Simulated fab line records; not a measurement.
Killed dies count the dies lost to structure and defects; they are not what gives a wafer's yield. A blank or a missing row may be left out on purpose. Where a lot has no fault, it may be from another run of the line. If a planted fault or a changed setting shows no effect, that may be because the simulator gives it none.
Chamber matching | flow nand_harc | 3 sister chambers for NHARC_P_M0_PRE_CLEAN_31 on pecvd-03
The step time 12 s. 16 wafers are shown with their chamber, then 8 later ones without.

## WAFERS, EACH WITH ITS CHAMBER
wafer  | chamber | heater_power_w (W) | susceptor_temp_C (C)
L075.1 | 2       | 543                | 370.12
L075.2 | 0       | 777                | 369.66
L075.4 | 0       | 776                | 370.08
L076.1 | 1       | 602                | 370.53
L076.4 | 0       | 737                | 370.06
L076.6 | 2       | 658                | 369.76
L077.1 | 1       | 637                | 370.14
L077.3 | 0       | 681                | 370.06
L077.5 | 2       | 626                | 370.11
L080.3 | 1       | 603                | 370.31
L080.4 | 2       | 655                | 369.60
L080.5 | 0       | 782                | 370.10
L081.2 | 1       | 611                | 370.06
L081.5 | 1       | 603                | 370.31
L081.6 | 0       | 699                | 370.09
L082.1 | 1       | 534                | 369.60

SIGNATURES (means of the wafers above)
reading          | chamber 0 | chamber 1 | chamber 2 | scatter within a chamber
heater_power_w   | 742.00    | 598.33    | 620.50    | 43
susceptor_temp_C | 370.0083  | 370.1583  | 369.8975  | 0.256
Rule: a wafer lies at a distance from a chamber equal to the root of the sum of squares, over the readings, of (its reading less the chamber's mean, divided by the reading's scatter). The wafer belongs to the nearest chamber; if the next one is less than 2 further off, it can't be placed. The scatter: take each reading less its chamber's mean, square it, sum over the shown wafers, divide by the number of wafers less the number of chambers, and take the root.

## WAFERS WHOSE CHAMBER IS MISSING
wafer  | heater_power_w (W) | susceptor_temp_C (C)
L082.2 | 641                | 370.35
L082.6 | 528                | 369.81
L086.2 | 552                | 369.71
L086.4 | 565                | 370.45
L086.6 | 795                | 370.20
L094.1 | 578                | 369.49
L094.2 | 602                | 369.96
L094.4 | 588                | 369.51

## WHICH CHAMBER EACH ONE RAN IN
wafer  | from the rows above          | in truth
L082.2 | can't be placed: 1 or 2 or 0 | 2
L082.6 | can't be placed: 1 or 2      | 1
L086.2 | can't be placed: 2 or 1      | 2
L086.4 | can't be placed: 1 or 2      | 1
L086.6 | 0                            | 0
L094.1 | can't be placed: 2 or 1      | 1
L094.2 | can't be placed: 2 or 1      | 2
L094.4 | can't be placed: 2 or 1      | 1
1 of 8 placed correctly. These rows do not allow placing 7 (true chamber among the candidates in 7). Wrongly placed: 0.
